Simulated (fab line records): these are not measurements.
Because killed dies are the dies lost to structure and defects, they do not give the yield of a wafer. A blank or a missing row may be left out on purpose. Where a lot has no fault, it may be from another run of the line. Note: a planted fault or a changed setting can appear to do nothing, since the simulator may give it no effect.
fab line records || flow n5_finfet
[record] {"lots": 4, "wafers": 12, "last_day": 16}
route steps=1938 shown BEOL_M7@1323 BEOL_M8@1332 PASSIVATION@1936
lots with no fault: from the same line, run without faults
start_h: start of the lot's first displayed wafer, in hours after the record's first day || wait_h: hours elapsed since this lot's preceding step || " unchanged from the row above || L1.1+2: a row that stands for several wafers || - no value present, or no start provided || * or withheld: withheld || < > ~ a bound
route shown NAME@n: a module of which the file shows steps, and the number in the route of the first || usual: mean/standard deviation taken from wafers without a fault || same: alike in all rows || chamber/n: place in a boat || sites: the reading at each site || _std_site: the values' standard deviation || _edge_site: inner sites' mean taken away from outer sites' mean || radius_mm: for every site, how far away it sits from the centre of the wafer || mask NAME#n: copy n || behind: the most recent tool/chamber to have shaped the wafer || hold: the reason the lot was held/the length of the hold in hours/how it ended || device: the transistor (n, p or np) that didn't switch || end of line: the route-end tests of the same wafers || step lacking rows: just its recipe || killed: the dies lost at the first sort to structure and to defects; this is not the yield of the wafer || map: a wafer's dies, x killed, . not, _ none there
set.NAME: the setting the step ran with; set.NAME@STEP: the setting that earlier step ran with || model.NAME: the simulator's own value behind a step, which no gauge read
a table for each step, a row for each wafer; lots at some steps of the route
services: when a tool's chamber went out of use (start_h, in hours from the record's first day, below 0 if earlier), for how many hours, and the reason
[[steps]]
[step N5_BEOL_M7_SPUTTER_48]
[recipe] {"material": "Cu", "target_thk_a": 100, "temp_c": -20, "bias_v": 60, "power_w": 26000, "chamber_pressure_pa": 0.13, "time_s": 1.667}
[step N5_BEOL_M7_ECD_50]
[recipe] {"material": "Cu", "target_thk_a": 3000}
[step N5_BEOL_M7_ANNEAL_51]
[recipe] {"temp_c": 225, "time_s": 90, "ambient": "N2"}
[step N5_BEOL_M7_CMP_52]
[recipe] {"stop_on": "SiCOH_lowk", "t_overpolish_s": 6.9, "down_force_psi": 1, "platen_rpm": 50, "clearing_platen_down_force_psi": 1.5, "clearing_platen_rpm": 50, "post_cmp_clean": "cu_alkaline", "target_thk_nm": 80, "clearing_platen_pad_velocity_m_s": 0.99484, "pad_velocity_m_s": 0.99484}
[step N5_BEOL_M7_PRE_CLEAN_55]
[recipe] {"gas": "NH3", "time_s": 15, "temp_c": "withheld", "rf_power_w": 300}
[step N5_BEOL_M7_DEP_56]
[recipe] {"material": "SiCN", "target_thk_a": 100, "temp_c": "withheld", "precursor": "3MS/NH3", "pressure_torr": 3, "rf_w": 202, "time_s": 17.5}
[step N5_BEOL_M8_ILD_DEP_00]
[recipe] {"material": "SiCOH_lowk", "target_thk_a": 1797.5, "temp_c": 300, "precursor": "DEMS/porogen", "pressure_torr": 5, "rf_w": 500, "time_s": 33.4}
[step N5_BEOL_M8_CURE_74]
[recipe] {"temp_c": 385, "time_s": 240, "ambient": "He/Ar", "material": "SiCOH_lowk"}
[step N5_BEOL_M8_PECVD_70]
[recipe] {"material": "SiO2", "target_thk_a": 200, "temp_c": 400, "precursor": "TEOS/O2", "pressure_torr": 5.5, "rf_w": 450, "teos_flow_sccm": 53.8, "gas": "O2", "flow_sccm": 3000, "time_s": 22.7}
[usual] {"heater_power_w": "649/89", "rf_fwd_power_W": "445.0/1.6", "showerhead_plenum_p_Torr": "8.76/0.057", "throttle_valve_pct": "22.3/0.75"}
{"lot.wafer": "L388.4", "tool": "pecvd-01", "chamber": 2, "start_h": 285.07, "wait_h": 0.1, "heater_power_w": 632, "rf_fwd_power_W": 444.9, "showerhead_plenum_p_Torr": 8.77, "throttle_valve_pct": 22.7}
{"lot.wafer": "L388.5", "tool": "pecvd-01", "chamber": 0, "start_h": 285.07, "wait_h": 0.1, "heater_power_w": 690, "rf_fwd_power_W": 449.5, "showerhead_plenum_p_Torr": 8.69, "throttle_valve_pct": 21.1}
{"lot.wafer": "L388.6", "tool": "pecvd-01", "chamber": 1, "start_h": 285.07, "wait_h": 0.1, "heater_power_w": 604, "rf_fwd_power_W": 444.2, "showerhead_plenum_p_Torr": 8.78, "throttle_valve_pct": 22.9}
{"lot.wafer": "L389.1", "tool": "pecvd-01", "chamber": 0, "start_h": 291.66, "wait_h": 0.0, "heater_power_w": 570, "rf_fwd_power_W": 444.0, "showerhead_plenum_p_Torr": 8.69, "throttle_valve_pct": 21.1}
{"lot.wafer": "L389.2", "tool": "pecvd-01", "chamber": 2, "start_h": 291.66, "wait_h": 0.0, "heater_power_w": 638, "rf_fwd_power_W": 442.6, "showerhead_plenum_p_Torr": 8.79, "throttle_valve_pct": 22.7}
{"lot.wafer": "L389.3", "tool": "pecvd-01", "chamber": 1, "start_h": 291.66, "wait_h": 0.0, "heater_power_w": 660, "rf_fwd_power_W": 444.7, "showerhead_plenum_p_Torr": 8.75, "throttle_valve_pct": 22.5}
{"lot.wafer": "L391.1", "tool": "pecvd-01", "chamber": 0, "start_h": 304.08, "wait_h": 0.0, "heater_power_w": 723, "rf_fwd_power_W": 446.5, "showerhead_plenum_p_Torr": 8.70, "throttle_valve_pct": 21.2}
{"lot.wafer": "L391.4", "tool": "pecvd-01", "chamber": 0, "start_h": 304.08, "wait_h": 0.0, "heater_power_w": 713, "rf_fwd_power_W": 445.6, "showerhead_plenum_p_Torr": 8.72, "throttle_valve_pct": 21.3}
{"lot.wafer": "L391.6", "tool": "pecvd-01", "chamber": 1, "start_h": 304.08, "wait_h": 0.0, "heater_power_w": 628, "rf_fwd_power_W": 446.2, "showerhead_plenum_p_Torr": 8.75, "throttle_valve_pct": 22.9}
{"lot.wafer": "L396.2", "tool": "pecvd-04", "chamber": 2, "start_h": 316.27, "wait_h": 0.0, "heater_power_w": 688, "rf_fwd_power_W": 444.2, "showerhead_plenum_p_Torr": 8.77, "throttle_valve_pct": 22.1}
{"lot.wafer": "L396.4", "tool": "pecvd-04", "chamber": 1, "start_h": 316.27, "wait_h": 0.0, "heater_power_w": 623, "rf_fwd_power_W": 443.1, "showerhead_plenum_p_Torr": 8.83, "throttle_valve_pct": 23.2}
{"lot.wafer": "L396.5", "tool": "pecvd-04", "chamber": 0, "start_h": 316.27, "wait_h": 0.0, "heater_power_w": 768, "rf_fwd_power_W": 446.1, "showerhead_plenum_p_Torr": 8.85, "throttle_valve_pct": 22.4}
[step N5_BEOL_M8_HM_DEP_02]
[recipe] {"material": "TiN", "target_thk_a": 200, "temp_c": 25, "chamber_pressure_pa": 0.49996}
[step N5_BEOL_M8_COAT_59]
[recipe] {"resist": "SOC", "temp_c": 250, "time_s": 60, "spin_rpm": 1500, "resist_thk_nm": 100}
[step N5_BEOL_M8_COAT_60]
[recipe] {"resist": "SiARC", "temp_c": 220, "time_s": 60, "spin_rpm": 1500, "resist_thk_nm": 35}
[step N5_BEOL_M8_COAT_05]
[recipe] {"resist": "CAR-ArF", "spin_rpm": 1500, "resist_thk_nm": 90}
[step N5_BEOL_M8_EBR_07]
[recipe] {"solvent": "PGMEA", "ebr_width_mm": 1.5}
[step N5_BEOL_M8_SOFTBAKE_06]
[recipe] {"temp_c": 110, "time_s": 60, "resist": "CAR-ArF"}
[step N5_BEOL_M8_EXPOSE_08]
[recipe] {"mask_id": "M8", "na": 1.35, "source_shape": "dipole", "sigma_inner": 0.817, "sigma_outer": 0.97, "polarization": "te", "dose_mj": 68.25}
[step N5_BEOL_M8_PEB_09]
[recipe] {"peb_temp_c": "withheld", "peb_time_s": 60, "resist": "CAR-ArF"}
[step N5_BEOL_M8_DEVELOP_10]
[recipe] {"develop_time_s": 30, "developer": "TMAH", "resist": "CAR-ArF", "rinse_liquid": "diw", "dry": "air_spin", "dev_temp_c": 23}
[step N5_BEOL_M8_INSPECT_13]
[recipe] {"mode": "adi", "inspect_instrument": "brightfield"}
[usual] {"raw_defect_count": "444/95"}
{"lot.wafer": "L388.4", "tool": "defect_inspect-01", "chamber": "-", "start_h": 286.16, "wait_h": 0.0, "raw_defect_count": 496}
{"lot.wafer": "L388.5", "tool": "defect_inspect-01", "chamber": "-", "start_h": 286.16, "wait_h": 0.0, "raw_defect_count": 326}
{"lot.wafer": "L388.6", "tool": "defect_inspect-01", "chamber": "-", "start_h": 286.16, "wait_h": 0.0, "raw_defect_count": 494}
{"lot.wafer": "L389.1", "tool": "defect_inspect-02", "chamber": "-", "start_h": 292.84, "wait_h": 0.0, "raw_defect_count": 1583}
{"lot.wafer": "L389.2", "tool": "defect_inspect-02", "chamber": "-", "start_h": 292.84, "wait_h": 0.0, "raw_defect_count": 344}
{"lot.wafer": "L389.3", "tool": "defect_inspect-02", "chamber": "-", "start_h": 292.84, "wait_h": 0.0, "raw_defect_count": 446}
{"lot.wafer": "L391.1", "tool": "defect_inspect-02", "chamber": "-", "start_h": 304.98, "wait_h": 0.0, "raw_defect_count": 1834}
{"lot.wafer": "L391.4", "tool": "defect_inspect-02", "chamber": "-", "start_h": 304.98, "wait_h": 0.0, "raw_defect_count": 1812}
{"lot.wafer": "L391.6", "tool": "defect_inspect-02", "chamber": "-", "start_h": 304.98, "wait_h": 0.0, "raw_defect_count": 495}
{"lot.wafer": "L396.2", "tool": "defect_inspect-02", "chamber": "-", "start_h": 317.35, "wait_h": 0.0, "raw_defect_count": 451}
{"lot.wafer": "L396.4", "tool": "defect_inspect-02", "chamber": "-", "start_h": 317.35, "wait_h": 0.0, "raw_defect_count": 506}
{"lot.wafer": "L396.5", "tool": "defect_inspect-02", "chamber": "-", "start_h": 317.35, "wait_h": 0.0, "raw_defect_count": 335}
[step N5_BEOL_M8_DESCUM_16]
[recipe] {"chemistry": "O2", "time_s": 7.9, "source_power_w": 50, "bias_power_w": 20, "pressure_mtorr": 20, "rf_frequency_hz": 2.712e+07, "temp_c": 40, "resist": "CAR-ArF", "o2_flow_sccm": 225}
[step N5_PASSIVATION_PROBE_49]
[usual] {"defect_limited_yield": "91.2/1.4", "killed_at_M0_to_M3": "34/10", "killed_at_M4_up": "13/5.1", "killed_at_contacts": "12/6.5", "killed_at_front_end": "41/11", "killed_at_other": "4/3.3", "killed_dies": "104/16", "killed_open": "69/13", "killed_short": "33/7", "sort_bin_5_function": "5.1/0.91", "sort_bin_6_memory": "3.3/0.69", "sort_n_pass": "1076/16", "sort_yield_pct": "91.2/1.4"}
[same] {"gross_dies": 1180, "killed_at_back_side": 0, "sort_bin_4_leakage[%]": 0, "sort_bin_8_speed[%]": 0}
{"lot.wafer": "L389.1", "tool": "prober-01", "chamber": "-", "start_h": 357.96, "wait_h": 0.0, "defect_limited_yield[%]": 81.4, "killed_at_M0_to_M3": 23, "killed_at_M4_up": 163, "killed_at_contacts": 4, "killed_at_front_end": 25, "killed_at_other": 5, "killed_dies": 220, "killed_open": 34, "killed_short": 29, "sort_bin_5_function[%]": 11.7, "sort_bin_6_memory[%]": 3.7, "sort_n_pass": 960, "sort_yield_pct[%]": 81.4}
{"lot.wafer": "L391.1", "tool": "prober-02", "chamber": "-", "start_h": 370.89, "wait_h": 0.0, "defect_limited_yield[%]": 82.0, "killed_at_M0_to_M3": 25, "killed_at_M4_up": 148, "killed_at_contacts": 7, "killed_at_front_end": 30, "killed_at_other": 2, "killed_dies": 212, "killed_open": 42, "killed_short": 22, "sort_bin_5_function[%]": 11.2, "sort_bin_6_memory[%]": 3.1, "sort_n_pass": 968, "sort_yield_pct[%]": 82.0}
{"lot.wafer": "L391.4", "tool": "prober-02", "chamber": "-", "start_h": 371.04, "wait_h": 0.2, "defect_limited_yield[%]": 79.3, "killed_at_M0_to_M3": 23, "killed_at_M4_up": 167, "killed_at_contacts": 10, "killed_at_front_end": 43, "killed_at_other": 1, "killed_dies": 244, "killed_open": 53, "killed_short": 32, "sort_bin_5_function[%]": 12.9, "sort_bin_6_memory[%]": 4.2, "sort_n_pass": 936, "sort_yield_pct[%]": 79.3}
// killed by level:class
L389.1 BEOL_M8:unspecified=156 BEOL_M3:geometric_particle:open=8 BEOL_M2:geometric_particle:open=7 FIN_SAQP:geometric_particle:short=5 STARTING-WAFER:geometric_particle:short=5 BEOL_M4:geometric_particle:open=4 FIN_SAQP:geometric_particle:open=3 STI_FIN_REVEAL:geometric_particle:open=3
L391.1 BEOL_M8:unspecified=144 BEOL_M0_SAQP:geometric_particle:open=11 FIN_SAQP:geometric_particle:short=9 STI_FIN_REVEAL:geometric_particle:open=6 BEOL_M3:geometric_particle:open=5 MOL_CONTACT_COAG:geometric_particle:open=4 MOL_CONTACT_COAG:geometric_particle:short=3 BEOL_M0_SAQP:geometric_particle:short=3
L391.4 BEOL_M8:unspecified=158 FIN_SAQP:geometric_particle:short=12 FIN_SAQP:geometric_particle:open=10 STI_FIN_REVEAL:geometric_particle:open=7 MOL_CONTACT_COAG:geometric_particle:open=7 BEOL_M3:geometric_particle:open=7 BEOL_M0:geometric_particle:open=5 BEOL_M0_SAQP:geometric_particle:open=4
// map L389.1 (x killed, . not)
_________________...xxx......________________
______________.................._____________
___________........................__________
__________.........................._________
________xx................x..........._______
_______............x..x................______
______...x................x............._____
_____......................x.....x.......____
____........x..........x..................___
___....x......xx..........xx...............__
___........................................__
__......x..............x.....x.xxx.........._
__.........x....x......x..xxx.xxxx.........._
_.......................xx.xxxxxx.x.x........
_.................x...x.xxxxxxxxxxx.x........
_.....x.........x.......xxxxxxxxxxxxx...x....
_..................x.xxxxxxxxxxxxxxxx...x....
_...............x.xx.xxxxxxxxxxxxxxxx........
_.........x...x.......xxxxxxxxxxxxxxxxx......
_.x....................xxxxxxxxxxxxx.x.....x.
_....................x..xxxxxxxxxxxx.........
__........x..x....xx.x.xxxxxxxxxxxxxx......._
__.......................xxxxxxxx.x........._
___.......x.x............xxxxxxx...........__
___.x......x............x...x.x.x..x.......__
____....x.xx.........x..x..x..x...........___
_____....................................____
______................................x._____
_______.............x...............x..______
________......................x......x_______
__________....x......x...x..x......._________
___________........................__________
______________.................._____________
_________________............________________
// map L391.4 (x killed, . not)
_________________............________________
______________...........x...x.._____________
___________.........x..............__________
__________.................x..x....._________
________.............................._______
_______................................______
______......x..........x................_____
_____...x................xx..............____
____..............x.....x..x...x..........___
___x.............x..............x.......x..__
___...........x............x......x.....x..__
__.x........x..............xx........x......_
__...............x...x......xxxxxxx......x.._
_...x...................xxxxxxxxxx.x.........
_.........x.xx.x....x.x.xxxxxxxxxxxx.........
_...........x.........xxxxxxxxxxxxx.x........
_..............x.....xxxxxxxxxxxxxxxxxx...x..
_....xx.....x...x...xxx.xxxxxxxxxxxx.x..x....
_x......x..x.........x.xxxxxxxxxxxxxxx.......
_.....................xxxxxxxxxxxxx..........
_......x........x..xxxxxxxxxxxxxxxxx..xx.....
__.....x.............x.x.xxxxxxxxxxx........_
__.............x.......x.xxxxxxxxxxxx......._
___...x...................xxxxx.x.x..x.....__
___...x......x..............xxxx...xx.....x__
____...x...................x.x....x.......___
_____x...........................x......x____
______.................x................_____
_______.x............x.....x.....x.....______
________.............................x_______
__________...x...x..x....x........x._________
___________xx.....x................__________
______________.................._____________
_________________...x........________________
[[services]]
{"tool": "pecvd-04", "chamber": "-", "start_h": 288.27, "hours": 0.8, "kind": "pm"}
{"tool": "pecvd-01", "chamber": "-", "start_h": 308.01, "hours": 1.3, "kind": "repair"}
[[key]]
[first_sign] {"step": "N5_BEOL_M8_INSPECT_13", "reading": "raw_defect_count", "direction": "up", "sigmas": 14, "usual": 444, "struck": 1743}
[effect] {"step": "N5_PASSIVATION_PROBE_49", "reading": "killed_at_M4_up", "direction": "up", "sigmas": 29, "usual": 13, "struck": 159}
[more_kills_born_at] {"N5_BEOL_M8_PECVD_70@pecvd-01": 458}
met_at N5_BEOL_M8_PECVD_70
struck_wafers L389.1,L391.1,L391.4
onset_between 285.07 291.66
[fault] {"kind": "chamber_particle_source", "tool": "pecvd-01", "chamber": 0, "onset_h": 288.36, "steps": "N5_BEOL_M8_PECVD_70", "rate_per_visit_cm2": 1.689, "end_h": 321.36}
